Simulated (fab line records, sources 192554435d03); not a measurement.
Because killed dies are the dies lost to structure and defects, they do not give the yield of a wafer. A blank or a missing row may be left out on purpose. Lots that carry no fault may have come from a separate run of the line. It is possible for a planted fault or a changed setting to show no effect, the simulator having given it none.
Split-lot study    flow n5Finfet    21 wafers read from 7 lots, route of 1938 steps

## THE SPLIT ITSELF
At N5_BEOL_M0_SAQP_ETCH_107 (etches SiNx in CH3F/O2, target depth 30 nm), the setting biasW was moved away from the recipe's 73 W on 8 of the 21 wafers read, by -11.3% to +10.3%. The other wafers ran this setting at the recipe's value.

The split's own step is where the reading is taken.

## THE READING
rfVppV, in V, at N5_BEOL_M0_SAQP_ETCH_107 (etches SiNx in CH3F/O2, target depth 30 nm). On this fab line, fault-free wafers typically give 296 V with a standard deviation of 4.7 V.

wafer   tool, chamber at the split  biasW as run, W  against the recipe  rfVppV, V  against lot-mates on the recipe
L076.1  rieDiel-03, 1               73               recipe              296        -
L076.5  rieDiel-03, 1               73               recipe              297        -
L076.6  rieDiel-03, 2               80.49            +10.3%              317        +20
L078.2  rieDiel-01, 2               73               recipe              293        -
L078.3  rieDiel-01, 0               69.36            -5.0%               279        -14
L078.5  rieDiel-01, 2               69.36            -5.0%               280        -13
L087.1  rieDiel-01, 0               73               recipe              290        -
L087.5  rieDiel-01, 0               73               recipe              291        -
L087.6  rieDiel-01, 1               73               recipe              298        -
L088.1  rieDiel-03, 3               80.13            +9.8%               322        +25
L088.3  rieDiel-03, 1               73               recipe              296        -
L088.6  rieDiel-03, 3               73               recipe              298        -
L089.4  rieDiel-01, 0               64.73            -11.3%              264        -28
L089.5  rieDiel-01, 3               64.73            -11.3%              278        -14
L089.6  rieDiel-01, 2               73               recipe              292        -
L091.1  rieDiel-03, 0               73               recipe              298        -
L091.4  rieDiel-03, 3               77.88            +6.7%               315        +17
L091.6  rieDiel-03, 0               77.88            +6.7%               313        +15
L094.2  rieDiel-01, 0               73               recipe              289        -
L094.5  rieDiel-01, 2               73               recipe              293        -
L094.6  rieDiel-01, 1               73               recipe              296        -

FIT RESULTS
A straight line over all 21 wafers: rfVppV changes by +2.42 V for each +1% of biasW; r = +0.96; the points scatter about the line by 4 V.
The same after taking each lot's own level away (the mean of its wafers on the recipe; 21 wafers): +2.14 V for each +1%; r = +0.96; scatter 3.4 V.
Per that fit: largest biasW move, reading shift of 24 V.
The span of the lots' own levels, 292.0 to 298.0 V, comes to 1.3 times the standard deviation stated above.
Hence the slope depends on the lot-to-lot level, as the two fits are not the same.
Check: with one of the wafers moved furthest among these (-11.3%) left out of the fit, the line predicts -22.5 V for it against its lot-mates. Against them it came out at -28 V.
Tool readings at the split's step, against how far the setting was moved: rfVppV r = +0.96.

## THE OTHER SPLITS THESE WAFERS WENT THROUGH
These wafers also went through other splits before the reading. Each is held against what the fit with the lots' levels taken away leaves over:
other split on the same wafers         wafers away from the commonest value  r with rfVppV (lot level and that fit taken away)
N5_MOL_CONTACT_COAG_ALD_123 aldCycles  6                                     -0.30
N5_MOL_CONTACT_COAG_COAT_76 spinRpm    6                                     -0.06
N5_MOL_CONTACT_COAG_ETCH_124 biasW     10                                    -0.33
N5_BEOL_M0_SAQP_ETCH_106 targetDepthA  6                                     +0.27

## FILE'S OWN FIT
rfVppV changes by +2.19 V for each +1% of biasW, r = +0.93.
